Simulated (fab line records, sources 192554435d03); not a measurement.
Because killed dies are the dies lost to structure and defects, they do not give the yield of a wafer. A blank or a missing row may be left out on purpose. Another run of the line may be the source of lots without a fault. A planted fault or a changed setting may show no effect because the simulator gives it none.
Which tool is to blame?    flow n5_finfet    72 wafers from 24 lots sampled at 6 of the route's 1938 steps

## WHAT THE GAUGES READ, wafer by wafer
N5_BEOL_M2_THK_MEAS_53: measures by xrf.
lot   measured      on             M2_THK (nm)
L075  day 7 05:02   film_metro-01  41.7 40.4 39.5
L074  day 7 06:33   film_metro-02  43.1 40.6 39.6
L076  day 7 12:13   film_metro-01  39.7 40.5 41.5
L077  day 7 22:21   film_metro-01  39.0 38.1 39.1
L078  day 8 00:46   film_metro-01  38.9 38.4 35.5
L079  day 8 07:11   film_metro-02  38.4 42.3 39.4
L080  day 8 14:13   film_metro-01  39.9 41.0 41.5
L081  day 9 01:08   film_metro-01  39.4 35.1 37.6
L082  day 9 04:47   film_metro-01  37.5 39.6 38.8
L083  day 9 09:14   film_metro-02  38.6 39.1 40.3
L084  day 9 13:25   film_metro-01  41.1 39.7 39.0
L085  day 9 15:39   film_metro-02  42.3 40.2 40.2
L086  day 10 08:29  film_metro-02  40.4 41.3 40.9
L088  day 10 08:35  film_metro-02  39.4 41.4 41.3
L087  day 10 10:07  film_metro-02  38.3 39.5 38.5
L091  day 10 20:40  film_metro-02  40.6 40.5 41.2
L089  day 10 20:56  film_metro-02  40.6 41.3 41.4
L090  day 10 22:27  film_metro-01  38.8 41.3 41.4
L092  day 11 07:28  film_metro-01  39.1 38.5 40.1
L093  day 11 14:11  film_metro-01  37.8 38.4 35.6
L094  day 11 15:44  film_metro-02  37.8 40.7 40.6
L095  day 12 07:58  film_metro-02  38.6 39.9 36.0
L097  day 12 21:12  film_metro-02  37.0 39.4 37.7
L096  day 13 00:13  film_metro-01  37.9 38.6 38.1

N5_BEOL_M3_CD_MEAS_18: pitch 36 nm, target cd 18 nm.
lot   measured      on         cd_nm (nm)
L075  day 7 06:55   cd_sem-03  18.1 18.3 18.2
L074  day 7 11:02   cd_sem-01  18.4 18.0 18.4
L076  day 7 14:53   cd_sem-02  18.4 17.9 18.2
L077  day 8 03:01   cd_sem-01  18.1 18.2 17.7
L078  day 8 03:25   cd_sem-02  18.2 18.8 18.7
L079  day 8 11:05   cd_sem-01  17.5 18.1 18.2
L080  day 8 16:33   cd_sem-01  18.2 18.5 17.3
L081  day 9 06:22   cd_sem-03  18.5 18.2 18.5
L082  day 9 06:36   cd_sem-03  18.6 18.5 18.3
L083  day 9 11:09   cd_sem-02  17.8 18.2 17.7
L084  day 9 15:20   cd_sem-02  18.1 18.3 18.3
L085  day 9 18:40   cd_sem-03  18.1 17.4 18.5
L086  day 10 12:11  cd_sem-03  18.1 18.3 17.9
L088  day 10 12:17  cd_sem-02  18.1 18.4 18.8
L087  day 10 12:30  cd_sem-01  17.7 18.3 18.2
L091  day 10 22:58  cd_sem-03  18.3 17.9 18.3
L089  day 10 23:10  cd_sem-01  18.3 18.3 18.8
L090  day 11 02:25  cd_sem-01  18.0 17.8 17.8
L092  day 11 09:02  cd_sem-02  18.2 18.4 18.1
L093  day 11 17:35  cd_sem-01  17.5 17.8 18.1
L094  day 11 19:32  cd_sem-01  18.6 18.3 18.1
L095  day 12 11:41  cd_sem-03  18.2 18.2 18.2
L097  day 12 22:47  cd_sem-01  17.7 18.3 18.4
L096  day 13 03:31  cd_sem-03  17.5 18.1 17.7

## WHICH TOOL RAN EACH LOT (tool, then ch and the chambers of the sampled wafers, then the start)
lot   N5_BEOL_M2_SURFACE_TREAT_85   N5_BEOL_M2_SPUTTER_79         N5_BEOL_M2_ANNEAL_89          N5_BEOL_M2_SPUTTER_90
L075  pvd_sputter-01, day 7 01:27   pvd_sputter-03, day 7 02:43   pvd_sputter-03, day 7 03:27   pvd_sputter-03, day 7 03:35
L074  pvd_sputter-02, day 7 03:34   pvd_sputter-02, day 7 04:08   pvd_sputter-02, day 7 04:53   pvd_sputter-02, day 7 05:01
L076  pvd_sputter-03, day 7 06:38   pvd_sputter-02, day 7 08:16   pvd_sputter-02, day 7 09:00   pvd_sputter-02, day 7 09:08
L077  pvd_sputter-02, day 7 18:36   pvd_sputter-02, day 7 19:16   pvd_sputter-02, day 7 20:00   pvd_sputter-02, day 7 20:08
L078  pvd_sputter-03, day 7 21:33   pvd_sputter-02, day 7 22:26   pvd_sputter-02, day 7 23:11   pvd_sputter-02, day 7 23:19
L079  pvd_sputter-01, day 8 03:39   pvd_sputter-01, day 8 04:40   pvd_sputter-01, day 8 05:25   pvd_sputter-01, day 8 05:33
L080  pvd_sputter-01, day 8 10:59   pvd_sputter-02, day 8 11:38   pvd_sputter-02, day 8 12:23   pvd_sputter-02, day 8 12:31
L081  pvd_sputter-02, day 8 21:40   pvd_sputter-02, day 8 22:14   pvd_sputter-02, day 8 22:58   pvd_sputter-02, day 8 23:07
L082  pvd_sputter-02, day 9 01:41   pvd_sputter-02, day 9 02:21   pvd_sputter-02, day 9 03:05   pvd_sputter-02, day 9 03:14
L083  pvd_sputter-02, day 9 05:55   pvd_sputter-02, day 9 06:55   pvd_sputter-02, day 9 07:39   pvd_sputter-02, day 9 07:47
L084  pvd_sputter-02, day 9 10:34   pvd_sputter-01, day 9 11:05   pvd_sputter-01, day 9 11:49   pvd_sputter-01, day 9 11:58
L085  pvd_sputter-02, day 9 10:37   pvd_sputter-01, day 9 12:55   pvd_sputter-01, day 9 13:40   pvd_sputter-01, day 9 13:48
L086  pvd_sputter-03, day 10 05:43  pvd_sputter-02, day 10 06:10  pvd_sputter-02, day 10 06:54  pvd_sputter-02, day 10 07:02
L088  pvd_sputter-03, day 10 05:45  pvd_sputter-03, day 10 06:16  pvd_sputter-03, day 10 07:00  pvd_sputter-03, day 10 07:08
L087  pvd_sputter-03, day 10 05:55  pvd_sputter-01, day 10 07:47  pvd_sputter-01, day 10 08:31  pvd_sputter-01, day 10 08:40
L091  pvd_sputter-01, day 10 17:52  pvd_sputter-02, day 10 18:20  pvd_sputter-02, day 10 19:05  pvd_sputter-02, day 10 19:13
L089  pvd_sputter-02, day 10 18:05  pvd_sputter-01, day 10 18:35  pvd_sputter-01, day 10 19:19  pvd_sputter-01, day 10 19:28
L090  pvd_sputter-03, day 10 19:40  pvd_sputter-03, day 10 20:08  pvd_sputter-03, day 10 20:52  pvd_sputter-03, day 10 21:01
L092  pvd_sputter-03, day 11 03:27  pvd_sputter-02, day 11 05:08  pvd_sputter-02, day 11 05:52  pvd_sputter-02, day 11 06:01
L093  pvd_sputter-01, day 11 11:22  pvd_sputter-01, day 11 11:50  pvd_sputter-01, day 11 12:34  pvd_sputter-01, day 11 12:43
L094  pvd_sputter-02, day 11 11:27  pvd_sputter-03, day 11 13:24  pvd_sputter-03, day 11 14:08  pvd_sputter-03, day 11 14:17
L095  pvd_sputter-01, day 12 04:31  pvd_sputter-03, day 12 05:13  pvd_sputter-03, day 12 05:58  pvd_sputter-03, day 12 06:06
L097  pvd_sputter-03, day 12 18:25  pvd_sputter-01, day 12 18:52  pvd_sputter-01, day 12 19:37  pvd_sputter-01, day 12 19:45
L096  pvd_sputter-03, day 12 21:22  pvd_sputter-03, day 12 21:53  pvd_sputter-03, day 12 22:38  pvd_sputter-03, day 12 22:46
- N5_BEOL_M2_SURFACE_TREAT_85
- N5_BEOL_M2_SPUTTER_79: material Cu, target thk 4.5 nm, time 8.29 s.
- N5_BEOL_M2_ANNEAL_89: time 240 s.
- N5_BEOL_M2_SPUTTER_90: material Cu, target thk 4.5 nm, time 8.29 s.

## AS READ BY THE TOOLS THEMSELVES (means over the sampled wafers that have a number; for cases with no such wafer, the mark the record gives instead)
N5_BEOL_M2_SPUTTER_79.
lot   tool            throttle_valve_pct (%)
L075  pvd_sputter-03  29.8
L074  pvd_sputter-02  29.5
L076  pvd_sputter-02  30.2
L077  pvd_sputter-02  29.7
L078  pvd_sputter-02  30.0
L079  pvd_sputter-01  30.2
L080  pvd_sputter-02  30.7
L081  pvd_sputter-02  29.6
L082  pvd_sputter-02  30.0
L083  pvd_sputter-02  30.1
L084  pvd_sputter-01  30.2
L085  pvd_sputter-01  30.4
L086  pvd_sputter-02  30.2
L088  pvd_sputter-03  30.2
L087  pvd_sputter-01  30.0
L091  pvd_sputter-02  29.6
L089  pvd_sputter-01  30.0
L090  pvd_sputter-03  29.9
L092  pvd_sputter-02  29.5
L093  pvd_sputter-01  29.8
L094  pvd_sputter-03  30.0
L095  pvd_sputter-03  30.6
L097  pvd_sputter-01  29.9
L096  pvd_sputter-03  29.9

N5_BEOL_M2_ANNEAL_89.
lot   tool            heater_power_w (W)
L075  pvd_sputter-03  823
L074  pvd_sputter-02  922
L076  pvd_sputter-02  807
L077  pvd_sputter-02  834
L078  pvd_sputter-02  848
L079  pvd_sputter-01  825
L080  pvd_sputter-02  696
L081  pvd_sputter-02  924
L082  pvd_sputter-02  834
L083  pvd_sputter-02  814
L084  pvd_sputter-01  798
L085  pvd_sputter-01  821
L086  pvd_sputter-02  839
L088  pvd_sputter-03  841
L087  pvd_sputter-01  815
L091  pvd_sputter-02  923
L089  pvd_sputter-01  821
L090  pvd_sputter-03  820
L092  pvd_sputter-02  910
L093  pvd_sputter-01  807
L094  pvd_sputter-03  846
L095  pvd_sputter-03  874
L097  pvd_sputter-01  798
L096  pvd_sputter-03  842

N5_BEOL_M2_SPUTTER_90.
lot   tool            throttle_valve_pct (%)
L075  pvd_sputter-03  29.7
L074  pvd_sputter-02  29.5
L076  pvd_sputter-02  30.3
L077  pvd_sputter-02  29.8
L078  pvd_sputter-02  30.1
L079  pvd_sputter-01  30.1
L080  pvd_sputter-02  30.6
L081  pvd_sputter-02  29.6
L082  pvd_sputter-02  29.9
L083  pvd_sputter-02  30.3
L084  pvd_sputter-01  30.1
L085  pvd_sputter-01  30.3
L086  pvd_sputter-02  30.0
L088  pvd_sputter-03  30.1
L087  pvd_sputter-01  30.1
L091  pvd_sputter-02  29.5
L089  pvd_sputter-01  29.9
L090  pvd_sputter-03  29.7
L092  pvd_sputter-02  29.6
L093  pvd_sputter-01  30.1
L094  pvd_sputter-03  30.0
L095  pvd_sputter-03  30.6
L097  pvd_sputter-01  29.7
L096  pvd_sputter-03  30.1

## THE ANSWER, worked out from the rows above alone
Rule: usual is defined by the lots themselves. Put in order of their means at a reading, lots are off if they are a third of the lots or fewer, leave a main group of 4 or more, and stand apart from it by a gap of 3 or more times the standard deviation of the main group's means; of several such gaps the widest counts. A main group is skipped when, at the precision printed for the reading in the tables above, its means are all equal. Also off: a lot with no number at a reading for which 4 or more lots have one. Any other lot the step has rows for is counted as sound. After the gauges, taken in route order, come the tools' own readings; for these a lot's mean is taken, as printed above. The first step at which some lot is off is used, and at that step the reading that is off furthest; a lot without a number counts as furthest.
Nothing can be told from this: no lot is off at any reading shown.

## WHAT THE SIMULATOR HAD PUT IN
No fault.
